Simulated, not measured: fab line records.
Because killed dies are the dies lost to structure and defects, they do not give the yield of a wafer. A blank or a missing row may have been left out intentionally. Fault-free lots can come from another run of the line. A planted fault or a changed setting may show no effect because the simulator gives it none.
The same fault as seen by 2 desks	flow n5-finfet	numbers are kept per desk, each desk with only its own; the story behind them comes last

== AT THE TOOL OWNER'S DESK: rie-diel-03 ==
The tool's own readings at N5_BEOL_M0_SAQP_ETCH_101 (etches SiNx in CH3F/O2, target depth 29.9 nm, time 42.7 s): means of the sampled wafers that have a number, for each lot that ran on this tool. If a lot's mean is further than 4 standard deviations from the usual mean, the lot is out of limits and carries the mark OUT (the distance appears in the brackets).
Columns: A = CH3F_flow_sccm at N5_BEOL_M0_SAQP_ETCH_101, usual 29.99 sccm; B = drypump-motor-current-A at N5_BEOL_M0_SAQP_ETCH_101, usual 5.5 A; C = oes-product-au at N5_BEOL_M0_SAQP_ETCH_101, usual 0.83 a.u.; D = rf-vpp-V at N5_BEOL_M0_SAQP_ETCH_101, usual 299 V; E = showerhead-plenum-p-Torr at N5_BEOL_M0_SAQP_ETCH_101, usual 1.99 Torr; F = throttle-valve-pct at N5_BEOL_M0_SAQP_ETCH_101, usual 16.36 %
lot	first seen here	A	B	C	D	E	F
L138	day 5 19:14	29.93	5.4	0.90	294	2.05	16.28
L143	day 6 21:17	30.02	5.8	1.07	296	1.99	16.46
L145	day 7 03:43	30.07	5.4	0.99	295	2.04	16.32
Finding of this desk: none of the 3 lots has anything out of limits.

== THE METROLOGY DESK ==
Means of the sampled wafers that have a number, per lot and without regard to the tool the lot ran on: this is what the gauges read. If a lot's mean is further than 4 standard deviations from the usual mean, the lot is out of limits and carries the mark OUT (the distance appears in the brackets). Readings shown: 7 of its 11, picked as those furthest out on some lot.
Columns: A = DIBL_N at N5_BEOL_M4_RC_MEAS_101, usual 36.5 mV/V; B = IOFF_P at N5_BEOL_M4_RC_MEAS_101, usual 0.22 nA/um; C = ION_P at N5_BEOL_M4_RC_MEAS_101, usual 461 uA/um; D = SS_N at N5_BEOL_M4_RC_MEAS_101, usual 71.6 mV/dec; E = SS_P at N5_BEOL_M4_RC_MEAS_101, usual 73.5 mV/dec; F = VT_N at N5_BEOL_M4_RC_MEAS_101, usual 250 mV; G = VT_P at N5_BEOL_M4_RC_MEAS_101, usual -250 mV
lot	first seen here	A	B	C	D	E	F	G
L138	day 5 19:11	33.2	0.14	450	70.5	72.2	257	-258
L140	day 6 12:59	37.4	0.24	459	72.1	73.7	251	-249
L143	day 6 21:05	35.6	0.25	478	71.6	73.4	248	-247
L145	day 7 03:41	36.9	0.25	458	71.5	74.1	251	-247
L158	day 10 17:40	37.1	0.28	476	71.5	74.4	248	-242
L161	day 11 09:26	37.2	0.23	463	72.2	74.0	248	-248
Finding of this desk: none of the 6 lots has anything out of limits.

== ALL TOGETHER ==
The tool owner's desk saw nothing out of limits.
The metrology desk saw nothing out of limits.

== WHAT THE SIMULATOR HAD PUT IN ==
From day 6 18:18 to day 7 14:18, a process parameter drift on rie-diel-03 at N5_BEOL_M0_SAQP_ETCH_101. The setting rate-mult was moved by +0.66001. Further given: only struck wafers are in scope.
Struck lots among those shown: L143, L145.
